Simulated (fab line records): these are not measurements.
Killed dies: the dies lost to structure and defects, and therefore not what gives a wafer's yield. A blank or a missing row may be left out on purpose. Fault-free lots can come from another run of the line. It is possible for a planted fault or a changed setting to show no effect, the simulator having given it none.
Matching of chambers + flow n5_finfet + 3 sister chambers for N5_BEOL_M10_ILD_DEP_00 on pecvd-04
The step deposits SiCOH lowk from DEMS/porogen, target thk 308.51 nm, time 58 s. 6 wafers are shown with their chamber, then 7 later ones without.

## WAFERS PAIRED WITH THEIR CHAMBERS
| wafer  | chamber | throttle_valve_pct (%) | heater_power_w (W) |
|--------|---------|------------------------|--------------------|
| L087.3 | 2       | 13.6                   | 296                |
| L094.1 | 1       | 14.4                   | 465                |
| L094.2 | 2       | 13.3                   | 288                |
| L094.4 | 0       | 14.4                   | 401                |
| L095.1 | 0       | 14.3                   | 390                |
| L095.3 | 1       | 14.2                   | 447                |

## WAFERS WITH NO CHAMBER GIVEN
| wafer  | throttle_valve_pct (%) | heater_power_w (W) |
|--------|------------------------|--------------------|
| L095.4 | 14.4                   | 410                |
| L096.2 | 14.5                   | 350                |
| L096.3 | 14.3                   | 459                |
| L096.6 | 13.3                   | 261                |
| L097.3 | 14.3                   | 470                |
| L097.5 | 13.4                   | 280                |
| L097.6 | 14.6                   | 395                |

## WHICH CHAMBER EACH WENT THROUGH
| wafer  | from the rows above | in truth |
|--------|---------------------|----------|
| L095.4 | 0                   | 0        |
| L096.2 | 0                   | 0        |
| L096.3 | 1                   | 1        |
| L096.6 | 2                   | 2        |
| L097.3 | 1                   | 1        |
| L097.5 | 2                   | 2        |
| L097.6 | 0                   | 0        |
Placed correctly: 7 of 7. Number that these rows cannot place: 0. 0 placed wrongly.
How it was worked out, from the rows above alone: a wafer's distance from a chamber is the root of the sum, over the readings, of the square of ((its reading less the chamber's mean) divided by the reading's scatter). The wafer belongs to the nearest chamber; if the next one is less than 2 further off, it can't be placed. The mean given for a chamber averages the wafers shown for that chamber. How the scatter is found: for the shown wafers, subtract from each reading the mean of its chamber, square and add these, divide the total by (wafers less chambers), then take the root.
